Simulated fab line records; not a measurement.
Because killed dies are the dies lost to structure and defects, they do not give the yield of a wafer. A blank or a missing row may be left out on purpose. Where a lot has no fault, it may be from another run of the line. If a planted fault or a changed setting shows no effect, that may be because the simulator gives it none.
Which tool is to blame? + flow n5_finfet + 72 wafers from 24 lots sampled at 6 of the route's 1938 steps

== WHAT THE GAUGES SHOWED, per wafer ==
N5_BEOL_M5_CD_MEAS_35: target cd 28 nm, target cd y 24 nm.
| lot  | measured     | on        | cd_nm (nm)     |
|------|--------------|-----------|----------------|
| L075 | day 8 23:19  | cd_sem-02 | 27.6 27.9 28.1 |
| L074 | day 8 23:14  | cd_sem-03 | 28.1 28.5 28.2 |
| L078 | day 9 08:38  | cd_sem-02 | 28.5 28.1 28.2 |
| L076 | day 9 18:39  | cd_sem-02 | 28.4 27.8 28.1 |
| L077 | day 10 05:12 | cd_sem-02 | 27.9 28.0 27.8 |
| L079 | day 10 10:44 | cd_sem-01 | 28.3 27.9 28.6 |
| L080 | day 10 05:08 | cd_sem-01 | 28.4 28.0 27.6 |
| L082 | day 11 03:51 | cd_sem-03 | 27.5 27.7 27.9 |
| L081 | day 11 03:40 | cd_sem-02 | 27.6 28.0 27.7 |
| L083 | day 11 15:43 | cd_sem-02 | 27.9 28.3 27.9 |
| L084 | day 11 21:00 | cd_sem-01 | 27.6 28.4 27.3 |
| L085 | day 12 14:44 | cd_sem-02 | 27.6 27.9 27.9 |
| L086 | day 12 17:20 | cd_sem-01 | 28.3 28.1 27.7 |
| L088 | day 13 00:17 | cd_sem-02 | 28.0 28.0 27.8 |
| L087 | day 13 09:50 | cd_sem-01 | 28.1 27.8 28.0 |
| L089 | day 13 14:29 | cd_sem-01 | 28.4 28.5 28.0 |
| L093 | day 13 16:38 | cd_sem-02 | 28.1 28.6 27.8 |
| L090 | day 13 19:02 | cd_sem-01 | 28.0 27.8 28.1 |
| L091 | day 13 19:22 | cd_sem-01 | 28.4 28.3 27.8 |
| L092 | day 14 05:39 | cd_sem-02 | 27.9 28.3 28.2 |
| L095 | day 14 06:05 | cd_sem-01 | 28.2 27.5 27.8 |
| L094 | day 14 11:19 | cd_sem-02 | 28.0 28.1 28.3 |
| L096 | day 15 05:16 | cd_sem-02 | 27.8 27.4 28.0 |
| L097 | day 15 21:22 | cd_sem-03 | 28.3 28.1 28.1 |

== TOOL THAT RAN EACH LOT (tool first, then ch and the chambers of the sampled wafers, then the start) ==
| lot  | N5_BEOL_M4_DEGAS_44          | N5_BEOL_M4_PRE_CLEAN_45      | N5_BEOL_M4_CO_CAP_55             | N5_BEOL_M5_ETCH_67                 | N5_BEOL_M5_ETCH_68                 |
|------|------------------------------|------------------------------|----------------------------------|------------------------------------|------------------------------------|
| L075 | pvd_sputter-02, day 8 13:33  | pvd_sputter-02, day 8 13:35  | cvd_co-01 ch 0,1,2, day 8 17:07  | rie_diel-05 ch 2,3, day 8 22:48    | rie_diel-05 ch 2,3, day 8 22:50    |
| L074 | pvd_sputter-02, day 8 14:07  | pvd_sputter-02, day 8 14:09  | cvd_co-02 ch 1,2, day 8 17:27    | rie_diel-06 ch 2,3, day 8 22:42    | rie_diel-06 ch 2,3, day 8 22:44    |
| L078 | pvd_sputter-03, day 8 20:37  | pvd_sputter-03, day 8 20:39  | cvd_co-02 ch 0,1, day 9 00:29    | rie_diel-06 ch 0,1,2, day 9 08:06  | rie_diel-06 ch 0,1,2, day 9 08:07  |
| L076 | pvd_sputter-03, day 9 08:25  | pvd_sputter-03, day 9 08:30  | cvd_co-01 ch 0,1,2, day 9 11:58  | rie_diel-02 ch 1,2, day 9 17:58    | rie_diel-02 ch 1,2, day 9 18:01    |
| L077 | pvd_sputter-01, day 9 13:03  | pvd_sputter-01, day 9 13:05  | cvd_co-02 ch 0,1,2, day 9 16:25  | rie_diel-02 ch 1,2, day 10 04:40   | rie_diel-02 ch 1,2, day 10 04:42   |
| L079 | pvd_sputter-03, day 9 13:19  | pvd_sputter-03, day 9 13:24  | cvd_co-01 ch 0,1, day 9 17:08    | rie_diel-05 ch 0,1,2, day 10 10:13 | rie_diel-05 ch 0,1,2, day 10 10:14 |
| L080 | pvd_sputter-01, day 9 13:37  | pvd_sputter-01, day 9 13:39  | cvd_co-01 ch 1,2, day 9 21:17    | rie_diel-06 ch 2,3, day 10 04:37   | rie_diel-06 ch 2,3, day 10 04:39   |
| L082 | pvd_sputter-03, day 10 17:47 | pvd_sputter-03, day 10 17:49 | cvd_co-01 ch 0,1,2, day 10 21:12 | rie_diel-02 ch 0,3, day 11 03:20   | rie_diel-02 ch 0,3, day 11 03:22   |
| L081 | pvd_sputter-01, day 10 18:12 | pvd_sputter-01, day 10 18:14 | cvd_co-02 ch 0,1, day 10 21:50   | rie_diel-05 ch 0,1,2, day 11 03:09 | rie_diel-05 ch 0,1,2, day 11 03:11 |
| L083 | pvd_sputter-02, day 11 06:14 | pvd_sputter-02, day 11 06:16 | cvd_co-01 ch 0,1,2, day 11 09:37 | rie_diel-05 ch 1,2,3, day 11 15:11 | rie_diel-05 ch 1,2,3, day 11 15:13 |
| L084 | pvd_sputter-02, day 11 10:52 | pvd_sputter-02, day 11 10:54 | cvd_co-01 ch 0,1,2, day 11 14:13 | rie_diel-06 ch 1,2, day 11 20:29   | rie_diel-06 ch 1,2, day 11 20:30   |
| L085 | pvd_sputter-01, day 12 07:00 | pvd_sputter-01, day 12 07:02 | cvd_co-01 ch 1,2, day 12 10:19   | rie_diel-05 ch 0,1,3, day 12 14:13 | rie_diel-05 ch 0,1,3, day 12 14:15 |
| L086 | pvd_sputter-03, day 12 07:16 | pvd_sputter-03, day 12 07:18 | cvd_co-01 ch 0,1,2, day 12 12:16 | rie_diel-02 ch 0,1,3, day 12 16:49 | rie_diel-02 ch 0,1,3, day 12 16:50 |
| L088 | pvd_sputter-03, day 12 14:51 | pvd_sputter-03, day 12 14:53 | cvd_co-01 ch 0,1, day 12 18:17   | rie_diel-06 ch 0,2,3, day 12 23:46 | rie_diel-06 ch 0,2,3, day 12 23:47 |
| L087 | pvd_sputter-03, day 12 21:40 | pvd_sputter-03, day 12 21:43 | cvd_co-01 ch 0,1,2, day 13 01:15 | rie_diel-06 ch 2,3, day 13 09:19   | rie_diel-06 ch 2,3, day 13 09:20   |
| L089 | pvd_sputter-01, day 13 01:21 | pvd_sputter-01, day 13 01:23 | cvd_co-01 ch 0,2, day 13 06:21   | rie_diel-02 ch 0,1,2, day 13 13:58 | rie_diel-02 ch 0,1,2, day 13 13:59 |
| L093 | pvd_sputter-01, day 13 06:23 | pvd_sputter-01, day 13 06:26 | cvd_co-02 ch 0,2, day 13 09:43   | rie_diel-06 ch 0,2, day 13 16:06   | rie_diel-06 ch 0,2, day 13 16:08   |
| L090 | pvd_sputter-01, day 13 06:28 | pvd_sputter-01, day 13 06:31 | cvd_co-01 ch 0,1,2, day 13 10:06 | rie_diel-05 ch 1,2, day 13 18:31   | rie_diel-05 ch 1,2, day 13 18:32   |
| L091 | pvd_sputter-02, day 13 06:41 | pvd_sputter-02, day 13 06:43 | cvd_co-01 ch 0,2, day 13 11:36   | rie_diel-06 ch 0,1,2, day 13 18:51 | rie_diel-06 ch 0,1,2, day 13 18:53 |
| L092 | pvd_sputter-03, day 13 15:36 | pvd_sputter-03, day 13 15:38 | cvd_co-02 ch 0,1,2, day 13 18:54 | rie_diel-05 ch 1,2, day 14 05:07   | rie_diel-05 ch 1,2, day 14 05:09   |
| L095 | pvd_sputter-02, day 13 15:46 | pvd_sputter-02, day 13 15:48 | cvd_co-01 ch 0,2, day 13 19:38   | rie_diel-02 ch 0,2,3, day 14 05:33 | rie_diel-02 ch 0,2,3, day 14 05:35 |
| L094 | pvd_sputter-03, day 14 02:59 | pvd_sputter-03, day 14 03:02 | cvd_co-01 ch 0,1,2, day 14 06:21 | rie_diel-05 ch 0,1,2, day 14 10:48 | rie_diel-05 ch 0,1,2, day 14 10:50 |
| L096 | pvd_sputter-03, day 14 17:55 | pvd_sputter-03, day 14 17:57 | cvd_co-01 ch 0,2, day 14 21:35   | rie_diel-05 ch 2,3, day 15 04:44   | rie_diel-05 ch 2,3, day 15 04:46   |
| L097 | pvd_sputter-03, day 15 06:22 | pvd_sputter-03, day 15 06:24 | cvd_co-02 ch 1,2, day 15 11:29   | rie_diel-05 ch 2,3, day 15 20:51   | rie_diel-05 ch 2,3, day 15 20:53   |
- N5_BEOL_M4_DEGAS_44: time 60 s.
- N5_BEOL_M4_PRE_CLEAN_45: time 30 s.
- N5_BEOL_M4_CO_CAP_55: material Co, precursor CCTBA/H2, target thk 2 nm, time 102.1 s.
- N5_BEOL_M5_ETCH_67: etches SiARC in CF4, target depth 15.6 nm, time 26 s.
- N5_BEOL_M5_ETCH_68: etches SOC in N2/H2, target depth 80 nm, overetch 16 nm, time 120 s.

== AS READ BY THE TOOLS THEMSELVES (means over the sampled wafers that have a number; for cases with no such wafer, the mark the record gives instead) ==
N5_BEOL_M4_DEGAS_44.
| lot  | tool           | heater_power_w (W) |
|------|----------------|--------------------|
| L075 | pvd_sputter-02 | 350                |
| L074 | pvd_sputter-02 | 373                |
| L078 | pvd_sputter-03 | 328                |
| L076 | pvd_sputter-03 | 320                |
| L077 | pvd_sputter-01 | 303                |
| L079 | pvd_sputter-03 | 306                |
| L080 | pvd_sputter-01 | 315                |
| L082 | pvd_sputter-03 | 323                |
| L081 | pvd_sputter-01 | 310                |
| L083 | pvd_sputter-02 | 332                |
| L084 | pvd_sputter-02 | 312                |
| L085 | pvd_sputter-01 | 309                |
| L086 | pvd_sputter-03 | 313                |
| L088 | pvd_sputter-03 | 321                |
| L087 | pvd_sputter-03 | 323                |
| L089 | pvd_sputter-01 | 309                |
| L093 | pvd_sputter-01 | 300                |
| L090 | pvd_sputter-01 | 319                |
| L091 | pvd_sputter-02 | 351                |
| L092 | pvd_sputter-03 | 336                |
| L095 | pvd_sputter-02 | 334                |
| L094 | pvd_sputter-03 | 340                |
| L096 | pvd_sputter-03 | 324                |
| L097 | pvd_sputter-03 | 333                |

N5_BEOL_M4_PRE_CLEAN_45.
| lot  | tool           | heater_power_w (W) |
|------|----------------|--------------------|
| L075 | pvd_sputter-02 | 350                |
| L074 | pvd_sputter-02 | 366                |
| L078 | pvd_sputter-03 | 324                |
| L076 | pvd_sputter-03 | 320                |
| L077 | pvd_sputter-01 | 300                |
| L079 | pvd_sputter-03 | 311                |
| L080 | pvd_sputter-01 | 317                |
| L082 | pvd_sputter-03 | 325                |
| L081 | pvd_sputter-01 | 316                |
| L083 | pvd_sputter-02 | 329                |
| L084 | pvd_sputter-02 | 316                |
| L085 | pvd_sputter-01 | 308                |
| L086 | pvd_sputter-03 | 315                |
| L088 | pvd_sputter-03 | 321                |
| L087 | pvd_sputter-03 | 327                |
| L089 | pvd_sputter-01 | 313                |
| L093 | pvd_sputter-01 | 303                |
| L090 | pvd_sputter-01 | 316                |
| L091 | pvd_sputter-02 | 345                |
| L092 | pvd_sputter-03 | 339                |
| L095 | pvd_sputter-02 | 331                |
| L094 | pvd_sputter-03 | 341                |
| L096 | pvd_sputter-03 | 330                |
| L097 | pvd_sputter-03 | 329                |

N5_BEOL_M4_CO_CAP_55.
| lot  | tool      | heater_power_w (W) |
|------|-----------|--------------------|
| L075 | cvd_co-01 | 243                |
| L074 | cvd_co-02 | 254                |
| L078 | cvd_co-02 | 214                |
| L076 | cvd_co-01 | 244                |
| L077 | cvd_co-02 | 226                |
| L079 | cvd_co-01 | 231                |
| L080 | cvd_co-01 | 260                |
| L082 | cvd_co-01 | 243                |
| L081 | cvd_co-02 | 243                |
| L083 | cvd_co-01 | 240                |
| L084 | cvd_co-01 | 239                |
| L085 | cvd_co-01 | 247                |
| L086 | cvd_co-01 | 245                |
| L088 | cvd_co-01 | 228                |
| L087 | cvd_co-01 | 248                |
| L089 | cvd_co-01 | 258                |
| L093 | cvd_co-02 | 215                |
| L090 | cvd_co-01 | 246                |
| L091 | cvd_co-01 | 248                |
| L092 | cvd_co-02 | 229                |
| L095 | cvd_co-01 | 245                |
| L094 | cvd_co-01 | 240                |
| L096 | cvd_co-01 | 259                |
| L097 | cvd_co-02 | 243                |

N5_BEOL_M5_ETCH_67.
| lot  | tool        | drypump_motor_current_A (A) | etch_rf_on_time_s (s) | oes_product_au (a.u.) | rf_vpp_V (V) | showerhead_plenum_p_Torr (Torr) | throttle_valve_pct (%) |
|------|-------------|-----------------------------|-----------------------|-----------------------|--------------|---------------------------------|------------------------|
| L075 | rie_diel-05 | 5.5                         | 26.6                  | 0.62                  | 184.9        | 2.14                            | 15.74                  |
| L074 | rie_diel-06 | 5.6                         | 26.3                  | 0.63                  | 184.8        | 2.22                            | 15.69                  |
| L078 | rie_diel-06 | 5.7                         | 26.1                  | 0.63                  | 184.1        | 2.14                            | 15.74                  |
| L076 | rie_diel-02 | 5.7                         | 26.2                  | 0.69                  | 184.2        | 2.10                            | 15.65                  |
| L077 | rie_diel-02 | 5.8                         | 26.2                  | 0.69                  | 183.8        | 2.10                            | 15.66                  |
| L079 | rie_diel-05 | 5.7                         | 25.5                  | 0.68                  | 183.4        | 2.15                            | 15.39                  |
| L080 | rie_diel-06 | 5.6                         | 26.6                  | 0.62                  | 185.6        | 2.22                            | 15.70                  |
| L082 | rie_diel-02 | 5.4                         | 25.5                  | 0.72                  | 184.8        | 2.13                            | 15.52                  |
| L081 | rie_diel-05 | 5.7                         | 25.3                  | 0.68                  | 184.5        | 2.14                            | 15.40                  |
| L083 | rie_diel-05 | 5.6                         | 25.5                  | 0.71                  | 183.6        | 2.16                            | 15.48                  |
| L084 | rie_diel-06 | 5.9                         | 25.8                  | 0.61                  | 184.5        | 2.18                            | 15.71                  |
| L085 | rie_diel-05 | 5.3                         | 25.6                  | 0.70                  | 183.9        | 2.13                            | 15.53                  |
| L086 | rie_diel-02 | 5.4                         | 26.2                  | 0.67                  | 183.9        | 2.13                            | 15.68                  |
| L088 | rie_diel-06 | 5.5                         | 26.4                  | 0.62                  | 185.1        | 2.16                            | 15.80                  |
| L087 | rie_diel-06 | 5.6                         | 26.6                  | 0.60                  | 184.7        | 2.21                            | 15.80                  |
| L089 | rie_diel-02 | 5.6                         | 26.2                  | 0.63                  | 185.0        | 2.14                            | 15.82                  |
| L093 | rie_diel-06 | 5.3                         | 26.2                  | 0.64                  | 183.6        | 2.12                            | 15.84                  |
| L090 | rie_diel-05 | 6.0                         | 25.6                  | 0.67                  | 184.5        | 2.16                            | 15.38                  |
| L091 | rie_diel-06 | 5.8                         | 25.9                  | 0.70                  | 184.0        | 2.13                            | 15.63                  |
| L092 | rie_diel-05 | 5.8                         | 25.6                  | 0.63                  | 184.8        | 2.18                            | 15.54                  |
| L095 | rie_diel-02 | 5.6                         | 25.3                  | 0.65                  | 184.9        | 2.14                            | 15.68                  |
| L094 | rie_diel-05 | 5.7                         | 25.6                  | 0.65                  | 183.8        | 2.14                            | 15.44                  |
| L096 | rie_diel-05 | 5.5                         | 26.0                  | 0.74                  | 183.1        | 2.13                            | 15.49                  |
| L097 | rie_diel-05 | 5.8                         | 26.1                  | 0.70                  | 183.4        | 2.13                            | 15.40                  |

N5_BEOL_M5_ETCH_68.
| lot  | tool        | drypump_motor_current_A (A) | h2_flow_sccm (sccm) | oes_product_au (a.u.) | rf_vpp_V (V) | showerhead_plenum_p_Torr (Torr) | throttle_valve_pct (%) |
|------|-------------|-----------------------------|---------------------|-----------------------|--------------|---------------------------------|------------------------|
| L075 | rie_diel-05 | 5.5                         | 199.5               | 0.57                  | 524.6        | 2.53                            | 17.92                  |
| L074 | rie_diel-06 | 5.6                         | 200.4               | 0.57                  | 525.8        | 2.64                            | 17.93                  |
| L078 | rie_diel-06 | 5.8                         | 200.3               | 0.57                  | 523.6        | 2.54                            | 18.02                  |
| L076 | rie_diel-02 | 5.8                         | 199.9               | 0.63                  | 523.0        | 2.51                            | 17.82                  |
| L077 | rie_diel-02 | 5.8                         | 200.2               | 0.62                  | 522.7        | 2.51                            | 17.83                  |
| L079 | rie_diel-05 | 5.7                         | 199.9               | 0.60                  | 523.4        | 2.55                            | 17.53                  |
| L080 | rie_diel-06 | 5.7                         | 199.7               | 0.56                  | 526.7        | 2.63                            | 17.95                  |
| L082 | rie_diel-02 | 5.4                         | 199.6               | 0.64                  | 524.1        | 2.54                            | 17.85                  |
| L081 | rie_diel-05 | 5.7                         | 200.0               | 0.60                  | 523.6        | 2.55                            | 17.55                  |
| L083 | rie_diel-05 | 5.6                         | 200.4               | 0.63                  | 524.4        | 2.57                            | 17.71                  |
| L084 | rie_diel-06 | 5.9                         | 200.0               | 0.55                  | 524.7        | 2.59                            | 18.00                  |
| L085 | rie_diel-05 | 5.3                         | 199.8               | 0.62                  | 522.4        | 2.51                            | 17.60                  |
| L086 | rie_diel-02 | 5.4                         | 199.9               | 0.61                  | 524.2        | 2.53                            | 17.92                  |
| L088 | rie_diel-06 | 5.5                         | 199.7               | 0.56                  | 524.5        | 2.56                            | 18.02                  |
| L087 | rie_diel-06 | 5.6                         | 200.5               | 0.55                  | 526.1        | 2.62                            | 17.98                  |
| L089 | rie_diel-02 | 5.6                         | 200.3               | 0.57                  | 524.0        | 2.54                            | 17.96                  |
| L093 | rie_diel-06 | 5.3                         | 199.8               | 0.57                  | 522.8        | 2.51                            | 18.08                  |
| L090 | rie_diel-05 | 6.0                         | 200.3               | 0.59                  | 525.5        | 2.60                            | 17.69                  |
| L091 | rie_diel-06 | 5.8                         | 199.9               | 0.63                  | 523.8        | 2.53                            | 17.93                  |
| L092 | rie_diel-05 | 5.8                         | 199.7               | 0.56                  | 525.3        | 2.60                            | 17.77                  |
| L095 | rie_diel-02 | 5.6                         | 200.0               | 0.58                  | 524.0        | 2.54                            | 17.90                  |
| L094 | rie_diel-05 | 5.7                         | 200.1               | 0.58                  | 524.0        | 2.54                            | 17.58                  |
| L096 | rie_diel-05 | 5.5                         | 200.4               | 0.66                  | 522.9        | 2.51                            | 17.71                  |
| L097 | rie_diel-05 | 5.8                         | 200.4               | 0.63                  | 524.4        | 2.54                            | 17.70                  |

== THE ANSWER, worked out from the rows above alone ==
Rule: usual is defined by the lots themselves. Put in order of their means at a reading, lots are off if they are a third of the lots or fewer, leave a main group of 4 or more, and stand apart from it by a gap of 3 or more times the standard deviation of the main group's means; of several such gaps the widest counts. The tables above print the reading to a certain number of digits; a main group whose means all agree to those digits is not used. Also off: a lot with no number at a reading for which 4 or more lots have one. All remaining lots with rows at the step are treated as sound. Order of review: gauges by route order, followed by the tools' own readings, for which a lot's mean as printed above is used. At the first step where some lot is off, the reading lying furthest off is the one used; lots without a number count as furthest.
Across all readings shown, no lot is off: no conclusion can be drawn from this.

== WHAT WAS PUT IN BY THE SIMULATOR ==
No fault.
